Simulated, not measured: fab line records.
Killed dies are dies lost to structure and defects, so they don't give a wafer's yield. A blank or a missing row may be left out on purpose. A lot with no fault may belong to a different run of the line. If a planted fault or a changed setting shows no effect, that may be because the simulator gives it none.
Which tool is to blame? + flow nandHarc + 72 wafers from 24 lots sampled at 6 of the route's 1302 steps

== WHAT THE GAUGES READ, wafer by wafer ==
No reading from a measuring or inspecting step in the record can be judged against a usual standard deviation.

== WHICH TOOL RAN EACH LOT (tool, then ch and the chambers of the sampled wafers, then the start) ==
| lot  | NHARC_A_STAIRCASE_ETCH_13                    | NHARC_A_STAIRCASE_ETCH_19                    | NHARC_A_STAIRCASE_TRIM_22                    | NHARC_A_STAIRCASE_STRIP_175         | NHARC_A_STAIRCASE_ETCH_232    | NHARC_A_STAIRCASE_TRIM_233    |
|------|----------------------------------------------|----------------------------------------------|----------------------------------------------|-------------------------------------|-------------------------------|-------------------------------|
| L074 | rieDiel-10 ch 0,1,3, day 15 20:22 or earlier | rieDiel-10 ch 0,1,2, day 15 20:22 or earlier | rieDiel-10 ch 0,3, day 15 20:22 or earlier   | plasmaAsher-02 ch 0,1, day 15 20:22 | rieDiel-11 ch 0,1, no start   | rieDiel-11 ch 0,3, no start   |
| L075 | rieDiel-13 ch 0,1, day 16 11:02 or earlier   | rieDiel-13 ch 0,1,2, day 16 11:02 or earlier | rieDiel-10 ch 1,2,3, day 16 11:02 or earlier | plasmaAsher-01 ch 0,1, day 16 11:02 | rieDiel-13 ch 0,3, no start   | rieDiel-13 ch 0,1, no start   |
| L076 | rieDiel-13 ch 1,2,3, day 16 11:20 or earlier | rieDiel-13 ch 0,1,3, day 16 11:20 or earlier | rieDiel-10 ch 0,1,2, day 16 11:20 or earlier | plasmaAsher-02 ch 0,1, day 16 11:20 | rieDiel-11 ch 0,1,3, no start | rieDiel-11 ch 1,2,3, no start |
| L077 | rieDiel-10 ch 1,2,3, day 16 12:43 or earlier | rieDiel-10 ch 0,1, day 16 12:43 or earlier   | rieDiel-11 ch 1,2,3, day 16 12:43 or earlier | plasmaAsher-01 ch 0,1, day 16 12:43 | rieDiel-13 ch 0,1,3, no start | rieDiel-13 ch 0,3, no start   |
| L078 | rieDiel-10 ch 0,1,2, day 17 20:47 or earlier | rieDiel-10 ch 0,1,2, day 17 20:47 or earlier | rieDiel-11 ch 1,2,3, day 17 20:47 or earlier | plasmaAsher-02 ch 0,1, day 17 20:47 | rieDiel-11 ch 0,2,3, no start | rieDiel-11 ch 1,2,3, no start |
| L079 | rieDiel-10 ch 0,3, day 17 22:11 or earlier   | rieDiel-10 ch 0,2,3, day 17 22:11 or earlier | rieDiel-13 ch 2,3, day 17 22:11 or earlier   | plasmaAsher-01 ch 0,1, day 17 22:11 | rieDiel-13 ch 2,3, no start   | rieDiel-13 ch 1,2, no start   |
| L080 | rieDiel-10 ch 0,1, day 18 14:05 or earlier   | rieDiel-10 ch 1,3, day 18 14:05 or earlier   | rieDiel-13 ch 0,1,2, day 18 14:05 or earlier | plasmaAsher-02 ch 0,1, day 18 14:05 | rieDiel-11 ch 0,2,3, no start | rieDiel-11 ch 0,3, no start   |
| L081 | rieDiel-13 ch 1,2,3, day 19 03:46 or earlier | rieDiel-13 ch 2,3, day 19 03:46 or earlier   | rieDiel-13 ch 2,3, day 19 03:46 or earlier   | plasmaAsher-01 ch 0,1, day 19 03:46 | rieDiel-13 ch 0,1,3, no start | rieDiel-13 ch 0,2,3, no start |
| L083 | rieDiel-10 ch 1,2,3, day 19 12:10 or earlier | rieDiel-10 ch 1,2, day 19 12:10 or earlier   | rieDiel-10 ch 1,2,3, day 19 12:10 or earlier | plasmaAsher-02 ch 0,1, day 19 12:10 | rieDiel-11 ch 0,2,3, no start | rieDiel-11 ch 0,2,3, no start |
| L082 | rieDiel-11 ch 1,2, day 19 15:06 or earlier   | rieDiel-11 ch 0,2,3, day 19 15:06 or earlier | rieDiel-11 ch 1,3, day 19 15:06 or earlier   | plasmaAsher-01 ch 0,1, day 19 15:06 | rieDiel-13 ch 1,3, no start   | rieDiel-13 ch 1,2, no start   |
| L084 | rieDiel-10 ch 0,3, day 20 01:08 or earlier   | rieDiel-10 ch 1,2,3, day 20 01:08 or earlier | rieDiel-10 ch 1,2, day 20 01:08 or earlier   | plasmaAsher-02 ch 0, day 20 01:08   | rieDiel-10 ch 0,2, no start   | rieDiel-10 ch 0,1,3, no start |
| L086 | rieDiel-13 ch 0,2,3, day 20 06:41 or earlier | rieDiel-13 ch 1,2, day 20 06:41 or earlier   | rieDiel-10 ch 0,3, day 20 06:41 or earlier   | plasmaAsher-01 ch 0,1, day 20 06:41 | rieDiel-10 ch 0,1,2, no start | rieDiel-10 ch 0,1, no start   |
| L085 | rieDiel-13 ch 0,1, day 20 18:14 or earlier   | rieDiel-13 ch 1,2,3, day 20 18:14 or earlier | rieDiel-10 ch 0,2,3, day 20 18:14 or earlier | plasmaAsher-01 ch 0,1, day 20 18:14 | rieDiel-11 ch 1,2,3, no start | rieDiel-11 ch 0,2, no start   |
| L089 | rieDiel-13 ch 0,2,3, day 21 17:04 or earlier | rieDiel-13 ch 2,3, day 21 17:04 or earlier   | rieDiel-13 ch 0,2, day 21 17:04 or earlier   | plasmaAsher-01 ch 0,1, day 21 17:04 | rieDiel-13 ch 0,3, no start   | rieDiel-13 ch 2,3, no start   |
| L088 | rieDiel-10 ch 0,1,3, day 21 16:53 or earlier | rieDiel-10 ch 0,1,2, day 21 16:53 or earlier | rieDiel-10 ch 1,2, day 21 16:53 or earlier   | plasmaAsher-02 ch 0,1, day 21 16:53 | rieDiel-10 ch 1,3, no start   | rieDiel-10 ch 0,3, no start   |
| L087 | rieDiel-10 ch 0,1,2, day 21 22:39 or earlier | rieDiel-10 ch 0,3, day 21 22:39 or earlier   | rieDiel-13 ch 2,3, day 21 22:39 or earlier   | plasmaAsher-01 ch 0, day 21 22:39   | rieDiel-11 ch 1,2,3, no start | rieDiel-11 ch 0,2,3, no start |
| L090 | rieDiel-10 ch 0,2,3, day 22 18:11 or earlier | rieDiel-10 ch 0,2,3, day 22 18:11 or earlier | rieDiel-10 ch 0,2, day 22 18:11 or earlier   | plasmaAsher-02 ch 0,1, day 22 18:11 | rieDiel-13 ch 0,3, no start   | rieDiel-13 ch 0,3, no start   |
| L091 | rieDiel-10 ch 1,2,3, day 22 18:27 or earlier | rieDiel-10 ch 1,2, day 22 18:27 or earlier   | rieDiel-11 ch 0,2,3, day 22 18:27 or earlier | plasmaAsher-02 ch 0, day 22 18:27   | rieDiel-11 ch 1,2,3, no start | rieDiel-11 ch 0,2, no start   |
| L093 | rieDiel-10 ch 2,3, day 23 08:24 or earlier   | rieDiel-10 ch 0,1,2, day 23 08:24 or earlier | rieDiel-11 ch 0,1,2, day 23 08:24 or earlier | plasmaAsher-02 ch 0, day 23 08:24   | rieDiel-13 ch 0,2, no start   | rieDiel-13 ch 1,3, no start   |
| L092 | rieDiel-10 ch 0,2,3, day 23 08:47 or earlier | rieDiel-10 ch 0,2,3, day 23 08:47 or earlier | rieDiel-10 ch 0,1,2, day 23 08:47 or earlier | plasmaAsher-01 ch 0,1, day 23 08:47 | rieDiel-11 ch 0,2,3, no start | rieDiel-11 ch 1,2,3, no start |
| L094 | rieDiel-10 ch 0,2,3, day 24 18:02 or earlier | rieDiel-10 ch 0,2,3, day 24 18:02 or earlier | rieDiel-10 ch 0,1,2, day 24 18:02 or earlier | plasmaAsher-02 ch 0,1, day 24 18:02 | rieDiel-13 ch 0,1,2, no start | rieDiel-13 ch 0,2,3, no start |
| L095 | rieDiel-10 ch 0,1,3, day 24 18:20 or earlier | rieDiel-10 ch 0,2,3, day 24 18:20 or earlier | rieDiel-10 ch 2,3, day 24 18:20 or earlier   | plasmaAsher-01 ch 0,1, day 24 18:20 | rieDiel-10 ch 1,3, no start   | rieDiel-10 ch 2,3, no start   |
| L097 | rieDiel-11 ch 0,1,2, day 25 13:40 or earlier | rieDiel-11 ch 0,3, day 25 13:40 or earlier   | rieDiel-10 ch 0,2,3, day 25 13:40 or earlier | plasmaAsher-01 ch 0,1, day 25 13:40 | rieDiel-11 ch 0,3, no start   | rieDiel-11 ch 0,3, no start   |
| L096 | rieDiel-13 ch 0,1,3, day 25 19:12 or earlier | rieDiel-13 ch 0,2,3, day 25 19:12 or earlier | rieDiel-11 ch 1,2, day 25 19:12 or earlier   | plasmaAsher-01 ch 0, day 25 19:12   | rieDiel-11 ch 0,2, no start   | rieDiel-11 ch 0,1, no start   |
- NHARC_A_STAIRCASE_ETCH_13: etches the open film in C4F8/O2, target depth 100 nm, time 40.5 s.
- NHARC_A_STAIRCASE_ETCH_19: etches the open film in C4F8/O2, target depth 100 nm, time 40.5 s.
- NHARC_A_STAIRCASE_TRIM_22: chemistry O2, time 211.2 s.
- NHARC_A_STAIRCASE_STRIP_175: strips in O2.
- NHARC_A_STAIRCASE_ETCH_232: etches the open film in C4F8/O2, target depth 100 nm, time 40.5 s.
- NHARC_A_STAIRCASE_TRIM_233: chemistry O2, time 211.2 s.

== AS READ BY THE TOOLS THEMSELVES (means over the sampled wafers that have a number; for cases with no such wafer, the mark the record gives instead) ==
NHARC_A_STAIRCASE_ETCH_13.
| lot  | tool       | oesProductAu (a.u.) | rfVppV (V) |
|------|------------|---------------------|------------|
| L074 | rieDiel-10 | 0.942               | 895        |
| L075 | rieDiel-13 | 0.940               | 891        |
| L076 | rieDiel-13 | 0.930               | 889        |
| L077 | rieDiel-10 | 0.954               | 892        |
| L078 | rieDiel-10 | 0.920               | 893        |
| L079 | rieDiel-10 | 0.935               | 892        |
| L080 | rieDiel-10 | 0.944               | 896        |
| L081 | rieDiel-13 | 0.937               | 889        |
| L083 | rieDiel-10 | 0.937               | 897        |
| L082 | rieDiel-11 | 0.946               | 895        |
| L084 | rieDiel-10 | 0.934               | 893        |
| L086 | rieDiel-13 | 0.931               | 892        |
| L085 | rieDiel-13 | 0.931               | 890        |
| L089 | rieDiel-13 | 0.933               | 890        |
| L088 | rieDiel-10 | 0.955               | 894        |
| L087 | rieDiel-10 | 0.937               | 899        |
| L090 | rieDiel-10 | 0.953               | 896        |
| L091 | rieDiel-10 | 0.943               | 897        |
| L093 | rieDiel-10 | 0.961               | 901        |
| L092 | rieDiel-10 | 0.937               | 896        |
| L094 | rieDiel-10 | 0.949               | 896        |
| L095 | rieDiel-10 | 0.939               | 894        |
| L097 | rieDiel-11 | 0.944               | 897        |
| L096 | rieDiel-13 | 0.941               | 890        |

NHARC_A_STAIRCASE_ETCH_19.
| lot  | tool       | oesProductAu (a.u.) | rfVppV (V) |
|------|------------|---------------------|------------|
| L074 | rieDiel-10 | 0.951               | 893        |
| L075 | rieDiel-13 | 0.941               | 890        |
| L076 | rieDiel-13 | 0.931               | 892        |
| L077 | rieDiel-10 | 0.932               | 895        |
| L078 | rieDiel-10 | 0.937               | 892        |
| L079 | rieDiel-10 | 0.944               | 890        |
| L080 | rieDiel-10 | 0.949               | 893        |
| L081 | rieDiel-13 | 0.927               | 889        |
| L083 | rieDiel-10 | 0.936               | 902        |
| L082 | rieDiel-11 | 0.944               | 897        |
| L084 | rieDiel-10 | 0.942               | 897        |
| L086 | rieDiel-13 | 0.944               | 887        |
| L085 | rieDiel-13 | 0.939               | 889        |
| L089 | rieDiel-13 | 0.930               | 888        |
| L088 | rieDiel-10 | 0.943               | 899        |
| L087 | rieDiel-10 | 0.956               | 892        |
| L090 | rieDiel-10 | 0.941               | 897        |
| L091 | rieDiel-10 | 0.943               | 899        |
| L093 | rieDiel-10 | 0.937               | 897        |
| L092 | rieDiel-10 | 0.943               | 896        |
| L094 | rieDiel-10 | 0.937               | 896        |
| L095 | rieDiel-10 | 0.935               | 897        |
| L097 | rieDiel-11 | 0.930               | 901        |
| L096 | rieDiel-13 | 0.946               | 896        |

NHARC_A_STAIRCASE_TRIM_22.
| lot  | tool       | drypumpMotorCurrentA (A) | oesProductAu (a.u.) | rfVppV (V) | showerheadPlenumPTorr (Torr) | throttleValvePct (%) |
|------|------------|--------------------------|---------------------|------------|------------------------------|----------------------|
| L074 | rieDiel-10 | 5.74                     | 1.006               | 58.1       | 3.47                         | 17.034               |
| L075 | rieDiel-10 | 5.62                     | 1.006               | 57.3       | 3.40                         | 17.024               |
| L076 | rieDiel-10 | 5.47                     | 1.007               | 58.0       | 3.44                         | 17.035               |
| L077 | rieDiel-11 | 5.77                     | 0.999               | 56.5       | 3.50                         | 17.044               |
| L078 | rieDiel-11 | 5.78                     | 0.997               | 57.8       | 3.49                         | 17.047               |
| L079 | rieDiel-13 | 5.95                     | 1.001               | 57.2       | 3.32                         | 17.042               |
| L080 | rieDiel-13 | 5.86                     | 0.997               | 57.3       | 3.36                         | 17.036               |
| L081 | rieDiel-13 | 5.70                     | 0.992               | 56.8       | 3.36                         | 17.035               |
| L083 | rieDiel-10 | 5.63                     | 1.008               | 58.4       | 3.58                         | 17.040               |
| L082 | rieDiel-11 | 5.62                     | 0.988               | 57.8       | 3.54                         | 17.034               |
| L084 | rieDiel-10 | 5.46                     | 0.998               | 58.0       | 3.62                         | 17.040               |
| L086 | rieDiel-10 | 5.74                     | 1.008               | 56.8       | 3.45                         | 17.041               |
| L085 | rieDiel-10 | 5.64                     | 1.008               | 57.5       | 3.56                         | 17.034               |
| L089 | rieDiel-13 | 6.05                     | 0.994               | 57.2       | 3.34                         | 17.036               |
| L088 | rieDiel-10 | 5.49                     | 0.999               | 58.7       | 3.61                         | 17.034               |
| L087 | rieDiel-13 | 5.70                     | 0.995               | 57.7       | 3.34                         | 17.039               |
| L090 | rieDiel-10 | 5.50                     | 1.003               | 57.3       | 3.58                         | 17.038               |
| L091 | rieDiel-11 | 6.03                     | 0.991               | 57.4       | 3.55                         | 17.031               |
| L093 | rieDiel-11 | 5.88                     | 0.995               | 58.1       | 3.59                         | 17.032               |
| L092 | rieDiel-10 | 5.48                     | 1.008               | 57.7       | 3.59                         | 17.033               |
| L094 | rieDiel-10 | 5.48                     | 1.005               | 58.2       | 3.59                         | 17.036               |
| L095 | rieDiel-10 | 5.80                     | 1.006               | 58.3       | 3.51                         | 17.038               |
| L097 | rieDiel-10 | 5.64                     | 1.001               | 57.6       | 3.54                         | 17.046               |
| L096 | rieDiel-11 | 5.75                     | 0.984               | 56.8       | 3.45                         | 17.035               |

NHARC_A_STAIRCASE_STRIP_175.
| lot  | tool           | drypumpMotorCurrentA (A) | heaterPowerW (W) |
|------|----------------|--------------------------|------------------|
| L074 | plasmaAsher-02 | 5.78                     | 311              |
| L075 | plasmaAsher-01 | 5.74                     | 319              |
| L076 | plasmaAsher-02 | 5.78                     | 317              |
| L077 | plasmaAsher-01 | 5.76                     | 322              |
| L078 | plasmaAsher-02 | 5.76                     | 311              |
| L079 | plasmaAsher-01 | 5.66                     | 342              |
| L080 | plasmaAsher-02 | 5.77                     | 316              |
| L081 | plasmaAsher-01 | 5.66                     | 331              |
| L083 | plasmaAsher-02 | 5.76                     | 304              |
| L082 | plasmaAsher-01 | 5.66                     | 336              |
| L084 | plasmaAsher-02 | 5.67                     | 295              |
| L086 | plasmaAsher-01 | 5.65                     | 339              |
| L085 | plasmaAsher-01 | 5.75                     | 327              |
| L089 | plasmaAsher-01 | 5.67                     | 340              |
| L088 | plasmaAsher-02 | 5.76                     | 307              |
| L087 | plasmaAsher-01 | 5.85                     | 300              |
| L090 | plasmaAsher-02 | 5.78                     | 310              |
| L091 | plasmaAsher-02 | 5.69                     | 292              |
| L093 | plasmaAsher-02 | 5.66                     | 291              |
| L092 | plasmaAsher-01 | 5.75                     | 328              |
| L094 | plasmaAsher-02 | 5.77                     | 312              |
| L095 | plasmaAsher-01 | 5.66                     | 324              |
| L097 | plasmaAsher-01 | 5.76                     | 328              |
| L096 | plasmaAsher-01 | 5.81                     | 334              |

NHARC_A_STAIRCASE_ETCH_232.
| lot  | tool       | oesProductAu (a.u.) | rfVppV (V) |
|------|------------|---------------------|------------|
| L074 | rieDiel-11 | 0.947               | 895        |
| L075 | rieDiel-13 | 0.944               | 892        |
| L076 | rieDiel-11 | 0.937               | 893        |
| L077 | rieDiel-13 | 0.937               | 892        |
| L078 | rieDiel-11 | 0.946               | 891        |
| L079 | rieDiel-13 | 0.932               | 890        |
| L080 | rieDiel-11 | 0.934               | 892        |
| L081 | rieDiel-13 | 0.928               | 892        |
| L083 | rieDiel-11 | 0.950               | 897        |
| L082 | rieDiel-13 | 0.943               | 889        |
| L084 | rieDiel-10 | 0.966               | 899        |
| L086 | rieDiel-10 | 0.954               | 899        |
| L085 | rieDiel-11 | 0.939               | 894        |
| L089 | rieDiel-13 | 0.933               | 892        |
| L088 | rieDiel-10 | 0.949               | 892        |
| L087 | rieDiel-11 | 0.948               | 894        |
| L090 | rieDiel-13 | 0.924               | 892        |
| L091 | rieDiel-11 | 0.938               | 894        |
| L093 | rieDiel-13 | 0.947               | 898        |
| L092 | rieDiel-11 | 0.929               | 897        |
| L094 | rieDiel-13 | 0.930               | 895        |
| L095 | rieDiel-10 | 0.950               | 893        |
| L097 | rieDiel-11 | 0.934               | 896        |
| L096 | rieDiel-11 | 0.933               | 895        |

NHARC_A_STAIRCASE_TRIM_233.
| lot  | tool       | drypumpMotorCurrentA (A) | oesProductAu (a.u.) | rfVppV (V) | showerheadPlenumPTorr (Torr) | throttleValvePct (%) |
|------|------------|--------------------------|---------------------|------------|------------------------------|----------------------|
| L074 | rieDiel-11 | 6.14                     | 0.986               | 57.5       | 3.35                         | 17.041               |
| L075 | rieDiel-13 | 5.72                     | 1.009               | 58.1       | 3.44                         | 17.040               |
| L076 | rieDiel-11 | 5.78                     | 0.993               | 57.9       | 3.49                         | 17.037               |
| L077 | rieDiel-13 | 5.64                     | 1.004               | 57.8       | 3.46                         | 17.039               |
| L078 | rieDiel-11 | 5.78                     | 1.006               | 57.5       | 3.49                         | 17.029               |
| L079 | rieDiel-13 | 6.02                     | 0.996               | 57.6       | 3.30                         | 17.046               |
| L080 | rieDiel-11 | 6.12                     | 0.991               | 57.2       | 3.34                         | 17.044               |
| L081 | rieDiel-13 | 5.78                     | 0.994               | 57.5       | 3.39                         | 17.037               |
| L083 | rieDiel-11 | 6.04                     | 0.994               | 58.4       | 3.56                         | 17.031               |
| L082 | rieDiel-13 | 6.02                     | 0.994               | 58.1       | 3.29                         | 17.037               |
| L084 | rieDiel-10 | 5.73                     | 1.006               | 58.4       | 3.47                         | 17.038               |
| L086 | rieDiel-10 | 5.59                     | 1.008               | 57.4       | 3.50                         | 17.028               |
| L085 | rieDiel-11 | 6.11                     | 0.996               | 58.0       | 3.67                         | 17.044               |
| L089 | rieDiel-13 | 5.96                     | 0.998               | 57.2       | 3.31                         | 17.036               |
| L088 | rieDiel-10 | 5.90                     | 1.011               | 57.5       | 3.41                         | 17.044               |
| L087 | rieDiel-11 | 6.02                     | 0.996               | 57.6       | 3.55                         | 17.044               |
| L090 | rieDiel-13 | 5.62                     | 1.007               | 56.9       | 3.43                         | 17.029               |
| L091 | rieDiel-11 | 6.11                     | 0.995               | 59.2       | 3.66                         | 17.038               |
| L093 | rieDiel-13 | 5.58                     | 0.989               | 56.9       | 3.33                         | 17.035               |
| L092 | rieDiel-11 | 5.77                     | 0.992               | 58.2       | 3.47                         | 17.037               |
| L094 | rieDiel-13 | 5.80                     | 1.009               | 57.6       | 3.54                         | 17.043               |
| L095 | rieDiel-10 | 5.58                     | 0.999               | 58.3       | 3.64                         | 17.039               |
| L097 | rieDiel-11 | 6.01                     | 1.002               | 57.5       | 3.55                         | 17.038               |
| L096 | rieDiel-11 | 5.72                     | 0.992               | 58.0       | 3.63                         | 17.044               |

== THE ANSWER, worked out from the rows above alone ==
Rule: usual is defined by the lots themselves. Put in order of their means at a reading, lots are off if they are a third of the lots or fewer, leave a main group of 4 or more, and stand apart from it by a gap of 3 or more times the standard deviation of the main group's means; of several such gaps the widest counts. If all means in a main group match to the digits the tables above print for the reading, that group is not used. A lot without any number at a reading at which 4 lots or more have one is off too. Where the step has rows for the other lots, those lots are counted as sound. Order of review: gauges by route order, followed by the tools' own readings, for which a lot's mean as printed above is used. At the first step where some lot is off, the reading lying furthest off is the one used; lots without a number count as furthest.
Across all readings shown, no lot is off: no conclusion can be drawn from this.

== WHAT THE SIMULATOR HAD INSERTED ==
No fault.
